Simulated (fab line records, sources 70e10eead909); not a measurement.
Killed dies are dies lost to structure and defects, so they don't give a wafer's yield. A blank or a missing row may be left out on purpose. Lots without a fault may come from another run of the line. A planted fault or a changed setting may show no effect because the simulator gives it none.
fab line records | flow nand_harc
record lots=24 wafers=72 last_day=25
route steps=1159 shown P_START@1 P_STI@88 P_GATE@209 P_CONTACT@217
lots that met no fault: from a run of the same line without faults
start_h: hours from the record's first day to the start of the lot's first wafer shown | wait_h: hours since the lot's step before | " the same as in the row above | L1.1+2: a row that stands for several wafers | - no value, or no start given | * or withheld: withheld | < > ~ a bound
route shown NAME@n: a module of which the file shows steps, and the number in the route of the first | usual: mean/standard deviation of fault-free wafers | same: alike in all rows | chamber/n: place in a boat | sites: the reading at each site | _std_site: their standard deviation | _edge_site: outer sites' mean less inner sites' | radius_mm: how far each site lies from the wafer's centre | mask NAME#n: copy n | behind: the tool/chamber that last shaped the wafer | hold: why the lot was held/for how many hours/how that ended | device: the transistor (n, p or np) that didn't switch | end of line: the same wafers' tests at the end of the route | a step without rows: its recipe alone | killed: dies lost to structure and defects at the first sort, not the wafer's yield | map: a wafer's dies, x killed, . not, _ none there
set.NAME: the setting as run; set.NAME@STEP: as run at that earlier step | model.NAME: the simulator's own value behind a step, which no gauge read
steps of the route over a sample of lots; a table a step, a row a wafer
services: from which hour (start_h, from the record's first day; less than 0 if before it) a tool's chamber was out of use, for how many hours, and why
## steps
# step NHARC_P_START_INSPECT_01
# usual raw_defect_count=3.4/2
# columns lot.wafer tool chamber start_h wait_h raw_defect_count
L074.1 defect_inspect-02 - 12.04 - 6
L074.3 " - " " 2
L074.6 " - " " 2
L075.2 defect_inspect-02 - 18.04 - 1
L075.3 " - " " 5
L075.6 " - " " 0
L076.1 defect_inspect-02 - 24.04 - 7
L076.4 " - " " 3
L076.5 " - " " 2
L077.1 defect_inspect-02 - 30.04 - 3
L077.5 " - " " 0
L077.6 " - " " 0
L078.1 defect_inspect-02 - 36.04 - 3
L078.4 " - " " 2
L078.6 " - " " 6
L079.1 defect_inspect-01 - 42.04 - 2
L079.4 " - " " 4
L079.6 " - " " 2
L080.2 defect_inspect-02 - 48.05 - 7
L080.4 " - " " 4
L080.6 " - " " 5
L081.1 defect_inspect-02 - 54.04 - 3
L081.3 " - " " 5
L081.4 " - " " 5
L082.1 defect_inspect-02 - 60.03 - 6
L082.2 " - " " 3
L082.4 " - " " 2
L083.1 defect_inspect-01 - 66.04 - 1
L083.3 " - " " 1
L083.6 " - " " 3
L084.3 defect_inspect-02 - 72.04 - 3
L084.5 " - " " 6
L084.6 " - " " 2
L085.3 defect_inspect-01 - 78.04 - 0
L085.4 " - " " 5
L085.5 " - " " 5
L086.1 defect_inspect-02 - 84.04 - 5
L086.4 " - " " 5
L086.6 " - " " 0
L087.1 defect_inspect-02 - 90.04 - 0
L087.2 " - " " 4
L087.6 " - " " 4
L088.1 defect_inspect-01 - 96.04 - 2
L088.3 " - " " 3
L088.5 " - " " 0
L089.1 defect_inspect-02 - 102.04 - 5
L089.2 " - " " 5
L089.5 " - " " 3
L090.1 defect_inspect-02 - 108.03 - 3
L090.2 " - " " 2
L090.4 " - " " 6
L091.1 defect_inspect-02 - 114.04 - 3
L091.3 " - " " 3
L091.4 " - " " 3
L092.1 defect_inspect-01 - 120.04 - 4
L092.5 " - " " 2
L092.6 " - " " 2
L093.1 defect_inspect-01 - 126.04 - 2
L093.2 " - " " 5
L093.3 " - " " 3
L094.3 defect_inspect-02 - 132.04 - 0
L094.4 " - " " 2
L094.6 " - " " 6
L095.1 defect_inspect-01 - 138.04 - 4
L095.2 " - " " 1
L095.6 " - " " 6
L096.2 defect_inspect-02 - 144.04 - 3
L096.4 " - " " 4
L096.5 " - " " 4
L097.1 defect_inspect-02 - 150.04 - 6
L097.3 " - " " 5
L097.6 " - " " 3
# step NHARC_P_STI_ETCH_42
# recipe target_depth_a=800 overetch_a=240 time_s=61 ion_energy_ev=200 n2_flow_sccm=150 h2_flow_sccm=150 ar_flow_sccm=0 rf_w=400 bias_w=150 chemistry=N2/H2
# usual drypump_motor_current_A=5.6/0.65 oes_product_au=1.001/0.0092 rf_vpp_V=432.7/2.8 showerhead_plenum_p_Torr=2.12/0.096 throttle_valve_pct=14.171/0.0092
# columns lot.wafer tool chamber start_h wait_h drypump_motor_current_A oes_product_au rf_hours_counter_h rf_vpp_V showerhead_plenum_p_Torr throttle_valve_pct
L074.1 rie_diel-05 1 37.54 0.1 4.8 1.016 0.7 434.3 2.20 14.156
L074.3 " 2 " " 6.3 1.005 1.1 435.3 2.21 14.172
L074.6 " 3 " " 5.2 0.981 - 434.5 2.19 14.180
L075.3 rie_diel-03 1 37.70 0.1 4.8 1.000 4.2 432.1 2.12 14.168
L075.2 " 2 " " 5.1 0.983 4.7 427.8 1.98 14.166
L075.6 " 0 " " 6.6 0.995 - 433.9 2.16 14.165
L076.4 rie_diel-05 3 51.80 0.1 5.3 0.992 1.4 433.4 2.19 14.184
L076.1 " 1 " " 4.8 1.016 1.2 435.3 2.20 14.166
L076.5 " 3 " " 5.3 0.991 - 435.0 2.19 14.178
L077.1 rie_diel-03 2 51.83 0.1 5.1 1.014 0.1 428.0 1.98 14.168
L077.5 " 2 " " 5.0 1.015 - 430.0 1.98 14.173
L077.6 " 3 " " 5.3 1.015 - 432.4 2.16 14.175
L078.4 rie_diel-03 3 59.27 0.1 5.3 1.007 0.4 432.6 2.16 14.170
L078.1 " 0 " " 6.6 0.983 0.4 432.8 2.16 14.168
L078.6 " 1 " " 4.8 0.999 - 432.7 2.12 14.176
L079.1 rie_diel-11 0 66.78 0.1 5.3 1.018 2.5 432.4 2.17 14.166
L079.4 " 2 " " 6.2 1.008 2.5 432.7 2.15 14.157
L079.6 " 1 " " 5.6 1.011 - 427.0 1.90 14.151
L080.4 rie_diel-03 2 71.14 0.1 5.1 1.010 1.1 429.6 1.98 14.172
L080.2 " 3 " " 5.3 1.018 1.0 433.4 2.16 14.161
L080.6 " 1 " " 4.8 0.995 - 433.2 2.12 14.173
L081.3 rie_diel-11 0 77.34 0.1 5.3 1.001 3.0 436.1 2.17 14.162
L081.1 " 1 " " 5.6 1.009 3.1 424.6 1.90 14.161
L081.4 " 2 " " 6.2 1.000 3.4 434.3 2.15 14.161
L082.4 rie_diel-11 3 83.37 0.1 5.3 0.992 4.0 427.0 1.92 14.171
L082.1 " 1 " " 5.6 1.018 3.8 426.1 1.90 14.164
L082.2 " 2 " " 6.1 1.004 4.1 433.2 2.15 14.179
L083.1 rie_diel-05 1 90.94 0.1 4.8 0.999 2.1 435.8 2.20 14.159
L083.3 " 2 " " 6.3 1.002 2.6 435.2 2.21 14.173
L083.6 " 3 " " 5.2 0.986 - 435.1 2.19 14.162
L084.3 rie_diel-05 3 96.81 0.1 5.3 0.994 2.3 436.1 2.19 14.174
L084.6 " 1 " " 4.8 0.996 - 435.8 2.20 14.167
L084.5 " 2 " " 6.3 0.994 - 435.3 2.21 14.167
L085.4 rie_diel-05 0 102.37 0.1 6.5 1.012 2.7 431.3 2.14 14.174
L085.3 " 2 " " 6.3 1.003 3.1 436.6 2.21 14.165
L085.5 " 3 " " 5.3 0.995 - 434.1 2.19 14.182
L086.1 rie_diel-05 3 107.52 0.1 5.2 0.988 2.9 435.1 2.19 14.156
L086.4 " 0 " " 6.5 1.009 3.0 432.9 2.14 14.186
L086.6 " 0 " " 6.5 1.006 - 432.7 2.14 14.155
L087.1 rie_diel-05 3 112.88 0.1 5.2 0.972 3.0 434.2 2.19 14.177
L087.2 " 1 " " 4.8 0.996 2.9 435.8 2.20 14.181
L087.6 " 0 " " 6.6 0.997 - 433.2 2.14 14.179
L088.3 rie_diel-05 3 120.22 0.1 5.2 0.991 3.1 435.3 2.19 14.154
L088.1 " 1 " " 4.8 1.013 2.9 434.7 2.20 14.164
L088.5 " 0 " " 6.5 0.993 - 433.7 2.14 14.174
L089.1 rie_diel-03 3 125.76 0.1 5.2 0.996 2.9 433.6 2.16 14.156
L089.2 " 1 " " 4.9 0.992 3.1 433.2 2.12 14.177
L089.5 " 0 " " 6.5 0.992 - 434.1 2.16 14.179
L090.1 rie_diel-03 0 131.24 0.1 6.5 0.990 3.4 435.4 2.16 14.170
L090.2 " 1 " " 4.8 0.988 3.5 434.1 2.12 14.155
L090.4 " 3 " " 5.2 1.008 3.2 433.6 2.15 14.164
L091.4 rie_diel-11 2 137.33 0.1 6.1 0.999 8.0 432.9 2.15 14.173
L091.1 " 0 " " 5.3 1.022 6.8 432.5 2.16 14.163
L091.3 " 1 " " 5.6 1.002 7.0 426.7 1.90 14.160
L092.1 rie_diel-11 3 143.03 0.1 5.3 0.999 7.9 428.0 1.92 14.176
L092.6 " 2 " " 6.1 1.000 - 433.6 2.15 14.166
L092.5 " 3 " " 5.3 1.005 - 426.5 1.92 14.166
L093.2 rie_diel-05 2 149.84 0.1 6.3 0.995 4.2 434.5 2.21 14.172
L093.1 " 3 " " 5.2 0.992 4.0 435.5 2.19 14.156
L093.3 " 0 " " 6.5 1.002 4.0 432.0 2.14 14.155
L094.3 rie_diel-05 1 157.11 0.1 4.8 1.008 4.1 435.4 2.20 14.166
L094.4 " 3 " " 5.2 0.994 4.5 433.4 2.19 14.175
L094.6 " 1 " " 4.8 1.008 - 434.8 2.20 14.169
L095.1 rie_diel-11 0 160.87 0.1 5.3 1.002 8.7 432.8 2.16 14.170
L095.2 " 1 " " 5.6 1.012 8.5 426.4 1.90 14.159
L095.6 " 3 " " 5.3 0.999 - 426.2 1.92 14.173
L096.4 rie_diel-03 0 168.91 0.1 6.5 0.995 4.9 434.3 2.16 14.186
L096.2 " 2 " " 5.0 0.986 4.9 429.7 1.98 14.191
L096.5 " 0 " " 6.5 0.996 - 432.3 2.16 14.162
L097.1 rie_diel-05 3 173.11 0.1 5.2 0.996 0.0 434.3 2.19 14.166
L097.3 " 0 " " 6.5 1.012 0.0 432.6 2.14 14.182
L097.6 " 3 " " 5.2 0.994 - 434.3 2.19 14.168
# step NHARC_P_GATE_DEGAS_109
# recipe temp_c=300 time_s=60
# usual heater_power_w=473/48
# columns lot.wafer tool chamber start_h wait_h heater_power_w
L075.2 pvd_sputter-01 - 110.22 0.1 476
L075.3 " - " " 501
L075.6 " - " " 453
L074.3 pvd_sputter-01 - 110.53 0.1 552
L074.1 " - " " 504
L074.6 " - " " 552
L076.4 pvd_sputter-03 - 122.75 0.1 482
L076.1 " - " " 362
L076.5 " - " " 476
L077.1 pvd_sputter-01 - 123.37 0.1 460
L077.6 " - " " 504
L077.5 " - " " 495
L078.1 pvd_sputter-03 - 130.77 0.1 449
L078.4 " - " " 481
L078.6 " - " " 515
L079.1 pvd_sputter-03 - 136.00 0.1 470
L079.4 " - " " 512
L079.6 " - " " 442
L080.4 pvd_sputter-01 - 144.89 0.1 493
L080.2 " - " " 466
L080.6 " - " " 500
L081.3 pvd_sputter-01 - 147.10 0.2 489
L081.1 " - " " 571
L081.4 " - " " 500
L082.1 pvd_sputter-02 - 154.93 0.1 432
L082.4 " - " " 471
L082.2 " - " " 426
L083.1 pvd_sputter-03 - 161.30 0.1 390
L083.3 " - " " 465
L083.6 " - " " 385
L084.3 pvd_sputter-03 - 169.34 0.1 509
L084.5 " - " " 494
L084.6 " - " " 471
L087.2 pvd_sputter-03 - 181.55 0.1 464
L087.1 " - " " 381
L087.6 " - " " 488
L085.3 pvd_sputter-01 - 182.88 0.1 462
L085.4 " - " " 489
L085.5 " - " " 491
L086.1 pvd_sputter-03 - 186.13 0.1 492
L086.4 " - " " 473
L086.6 " - " " 384
L088.3 pvd_sputter-02 - 190.02 0.1 473
L088.1 " - " " 505
L088.5 " - " " 473
L089.1 pvd_sputter-03 - 197.63 0.1 507
L089.2 " - " " 507
L089.5 " - " " 501
L090.4 pvd_sputter-01 - 202.82 0.1 492
L090.2 " - " " 537
L090.1 " - " " 448
L091.4 pvd_sputter-03 - 213.94 0.1 460
L091.1 " - " " 504
L091.3 " - " " 391
L092.1 pvd_sputter-03 - 215.28 0.1 524
L092.5 " - " " 392
L092.6 " - " " 492
L093.1 pvd_sputter-03 - 220.06 0.1 392
L093.3 " - " " 476
L093.2 " - " " 513
L094.3 pvd_sputter-03 - 225.65 0.1 495
L094.4 " - " " 477
L094.6 " - " " 388
L095.1 pvd_sputter-01 - 226.36 0.1 500
L095.2 " - " " 541
L095.6 " - " " 497
L096.4 pvd_sputter-02 - 242.65 0.1 482
L096.2 " - " " 432
L096.5 " - " " 447
L097.3 pvd_sputter-02 - 249.24 0.1 485
L097.1 " - " " 459
L097.6 " - " " 451
# step NHARC_P_CONTACT_DEP_30
# recipe target_thk_a=300 temp_c=400 target_thk_nm=30 flow_sccm=200 rf_w=450 material=SiNx
# usual heater_power_w=685/120
# columns lot.wafer tool chamber start_h wait_h heater_power_w
L075.2 pecvd-02 2 111.31 0.1 605
L075.3 " 0 " " 791
L075.6 " 0 " " 770
L074.3 pecvd-04 2 111.60 0.1 657
L074.1 " 0 " " 549
L074.6 " 1 " " 921
L076.1 pecvd-02 0 123.78 0.1 772
L076.5 " 1 " " 653
L076.4 " 2 " " 567
L077.1 pecvd-02 2 124.44 0.1 606
L077.5 " 1 " " 677
L077.6 " 2 " " 615
L078.1 pecvd-04 0 131.84 0.1 553
L078.4 " 0 " " 569
L078.6 " 2 " " 620
L079.1 pecvd-02 1 137.29 0.1 776
L079.4 " 2 " " 632
L079.6 " 1 " " 776
L080.2 pecvd-04 2 146.14 0.1 659
L080.4 " 0 " " 511
L080.6 " 2 " " 670
L081.3 pecvd-02 0 148.17 0.1 679
L081.1 " 2 " " 614
L081.4 " 1 " " 728
L082.2 pecvd-01 2 155.95 0.1 789
L082.1 " 1 " " 589
L082.4 " 0 " " 682
L083.1 pecvd-04 2 162.38 0.1 597
L083.3 " 2 " " 577
L083.6 " 2 " " 591
L084.3 pecvd-02 2 170.53 0.2 594
L084.6 " 2 " " 579
L084.5 " 1 " " 682
L087.2 pecvd-01 0 182.59 0.1 709
L087.1 " 1 " " 601
L087.6 " 1 " " 603
L085.3 pecvd-04 1 184.02 0.2 898
L085.4 " 0 " " 533
L085.5 " 1 " " 889
L086.1 pecvd-01 2 187.20 0.1 877
L086.6 " 2 " " 900
L086.4 " 0 " " 755
L088.3 pecvd-01 0 191.08 0.1 652
L088.1 " 1 " " 527
L088.5 " 0 " " 670
L089.2 pecvd-02 0 199.10 0.5 787
L089.1 " 1 " " 798
L089.5 " 1 " " 792
L090.1 pecvd-01 2 204.03 0.1 885
L090.2 " 0 " " 669
L090.4 " 2 " " 839
L091.1 pecvd-04 1 215.00 0.1 943
L091.3 " 2 " " 577
L091.4 " 0 " " 536
L092.1 pecvd-01 1 216.64 0.1 611
L092.5 " 2 " " 857
L092.6 " 0 " " 752
L093.2 pecvd-04 2 221.08 0.1 643
L093.1 " 0 " " 493
L093.3 " 1 " " 885
L094.3 pecvd-04 1 226.93 0.3 903
L094.6 " 1 " " 901
L094.4 " 2 " " 579
L095.1 pecvd-04 0 227.70 0.2 610
L095.2 " 1 " " 1005
L095.6 " 2 " " 630
L096.2 pecvd-02 0 243.66 0.1 799
L096.5 " 1 " " 718
L096.4 " 2 " " 555
L097.3 pecvd-01 0 250.35 0.1 768
L097.1 " 2 " " 831
L097.6 " 1 " " 584
# step NHARC_P_CONTACT_CD_MEAS_12
# recipe target_cd_nm=90 landing_energy_ev=500
# usual cd_nm=90.2/0.72
# columns lot.wafer tool chamber start_h wait_h cd_nm
L075.2 cd_sem-01 0 112.83 - 91.8
L075.3 " 0 " " 90.5
L075.6 " 0 " " 89.4
L074.1 cd_sem-02 0 113.11 - 90.3
L074.3 " 0 " " 90.5
L074.6 " 0 " " 88.9
L076.1 cd_sem-03 0 125.31 - 89.3
L076.4 " 0 " " 89.9
L076.5 " 0 " " 90.2
L077.1 cd_sem-01 0 125.82 - 90.5
L077.5 " 0 " " 90.4
L077.6 " 0 " " 89.7
L078.1 cd_sem-01 0 133.45 - 90.9
L078.4 " 0 " " 91.3
L078.6 " 0 " " 91.4
L079.1 cd_sem-02 0 138.63 - 90.6
L079.4 " 0 " " 90.8
L079.6 " 0 " " 90.6
L080.2 cd_sem-01 0 147.87 - 91.2
L080.4 " 0 " " 90.6
L080.6 " 0 " " 89.1
L081.1 cd_sem-02 0 149.72 - 89.8
L081.3 " 0 " " 89.8
L081.4 " 0 " " 89.3
L082.1 cd_sem-01 0 157.49 - 91.2
L082.2 " 0 " " 90.9
L082.4 " 0 " " 90.9
L083.1 cd_sem-01 0 164.11 - 90.4
L083.3 " 0 " " 90.5
L083.6 " 0 " " 90.1
L084.3 cd_sem-01 0 172.23 - 90.0
L084.5 " 0 " " 89.8
L084.6 " 0 " " 90.1
L087.1 cd_sem-03 0 184.16 - 89.9
L087.2 " 0 " " 89.8
L087.6 " 0 " " 89.5
L085.3 cd_sem-01 0 185.70 - 89.9
L085.4 " 0 " " 90.3
L085.5 " 0 " " 90.2
L086.1 cd_sem-01 0 188.72 - 91.1
L086.4 " 0 " " 90.1
L086.6 " 0 " " 89.5
L088.1 cd_sem-01 0 192.47 - 90.0
L088.3 " 0 " " 89.5
L088.5 " 0 " " 90.1
L089.1 cd_sem-02 0 200.50 - 89.9
L089.2 " 0 " " 90.8
L089.5 " 0 " " 90.6
L090.1 cd_sem-01 0 205.43 - 88.8
L090.2 " 0 " " 89.5
L090.4 " 0 " " 89.3
L091.1 cd_sem-02 0 216.38 - 89.0
L091.3 " 0 " " 89.9
L091.4 " 0 " " 90.2
L092.1 cd_sem-01 0 218.12 - 91.2
L092.5 " 0 " " 91.5
L092.6 " 0 " " 91.9
L093.1 cd_sem-01 0 222.53 - 90.1
L093.2 " 0 " " 88.9
L093.3 " 0 " " 89.7
L094.3 cd_sem-03 0 228.32 - 89.2
L094.4 " 0 " " 89.4
L094.6 " 0 " " 89.0
L095.1 cd_sem-01 0 229.20 - 91.6
L095.2 " 0 " " 90.0
L095.6 " 0 " " 90.0
L096.2 cd_sem-02 0 245.21 - 91.0
L096.4 " 0 " " 91.1
L096.5 " 0 " " 89.7
L097.1 cd_sem-03 0 251.90 - 89.0
L097.3 " 0 " " 88.8
L097.6 " 0 " " 89.2
# step NHARC_P_CONTACT_INSPECT_27
# usual raw_defect_count=274/91
# columns lot.wafer tool chamber start_h wait_h raw_defect_count
L075.2 defect_inspect-02 - 117.79 0.1 188
L075.3 " - " " 259
L075.6 " - " " 307
L074.1 defect_inspect-02 - 118.36 0.1 157
L074.3 " - " " 208
L074.6 " - " " 198
L076.1 defect_inspect-01 - 128.90 0.1 347
L076.4 " - " " 141
L076.5 " - " " 212
L077.1 defect_inspect-01 - 129.70 0.1 343
L077.5 " - " " 295
L077.6 " - " " 162
L078.1 defect_inspect-02 - 139.35 0.1 169
L078.4 " - " " 256
L078.6 " - " " 199
L079.1 defect_inspect-02 - 145.57 0.1 306
L079.4 " - " " 212
L079.6 " - " " 420
L080.2 defect_inspect-01 - 151.17 0.1 237
L080.4 " - " " 330
L080.6 " - " " 386
L081.1 defect_inspect-01 - 154.39 0.1 316
L081.3 " - " " 179
L081.4 " - " " 280
L082.1 defect_inspect-01 - 163.11 0.1 221
L082.2 " - " " 325
L082.4 " - " " 280
L083.1 defect_inspect-02 - 167.54 0.1 256
L083.3 " - " " 292
L083.6 " - " " 555
L084.3 defect_inspect-02 - 185.10 0.1 701
L084.5 " - " " 178
L084.6 " - " " 224
L087.1 defect_inspect-01 - 188.39 0.1 460
L087.2 " - " " 294
L087.6 " - " " 404
L085.3 defect_inspect-01 - 189.75 0.1 254
L085.4 " - " " 217
L085.5 " - " " 383
L086.1 defect_inspect-01 - 195.23 0.1 201
L086.4 " - " " 409
L086.6 " - " " 370
L088.1 defect_inspect-02 - 196.95 0.1 162
L088.3 " - " " 227
L088.5 " - " " 189
L089.1 defect_inspect-01 - 203.80 0.1 88
L089.2 " - " " 170
L089.5 " - " " 235
L090.1 defect_inspect-01 - 216.26 0.1 377
L090.2 " - " " 185
L090.4 " - " " 258
L091.1 defect_inspect-02 - 219.84 0.1 268
L091.3 " - " " 241
L091.4 " - " " 332
L092.1 defect_inspect-01 - 222.39 0.1 493
L092.5 " - " " 250
L092.6 " - " " 227
L093.1 defect_inspect-01 - 225.83 0.1 403
L093.2 " - " " 257
L093.3 " - " " 278
L094.3 defect_inspect-02 - 234.32 0.1 431
L094.4 " - " " 261
L094.6 " - " " 238
L095.1 defect_inspect-02 - 234.42 0.1 230
L095.2 " - " " 325
L095.6 " - " " 241
L096.2 defect_inspect-01 - 248.48 0.1 362
L096.4 " - " " 344
L096.5 " - " " 211
L097.1 defect_inspect-01 - 258.33 0.1 286
L097.3 " - " " 241
L097.6 " - " " 196
## services
# columns tool chamber start_h hours kind
pecvd-04 - 14.00 13.0 pm
pecvd-04 0 37.61 1.9 repair
rie_diel-03 - 38.30 9.0 pm
pecvd-01 - 56.14 13.0 pm
rie_diel-05 3 60.73 4.4 repair
pvd_sputter-01 - 66.94 4.0 repair
pvd_sputter-01 - 82.04 0.5 repair
pecvd-01 1 94.93 4.9 repair
pecvd-04 1 115.35 6.2 repair
pecvd-01 2 123.60 4.8 repair
pecvd-04 1 130.74 51.2 repair
rie_diel-05 0 135.60 6.1 repair
rie_diel-03 1 137.31 9.3 repair
pvd_sputter-03 - 140.79 10.0 pm
rie_diel-03 3 142.81 4.2 repair
pecvd-02 0 151.00 23.6 repair
pecvd-02 - 153.28 13.0 pm
pvd_sputter-01 - 158.00 10.0 pm
rie_diel-05 - 163.60 9.0 pm
pecvd-04 2 182.93 9.7 repair
rie_diel-05 - 184.13 0.2 repair
pecvd-04 - 195.00 13.0 pm
rie_diel-03 - 215.30 9.0 pm
pecvd-01 2 226.68 5.0 repair
## key
fault none
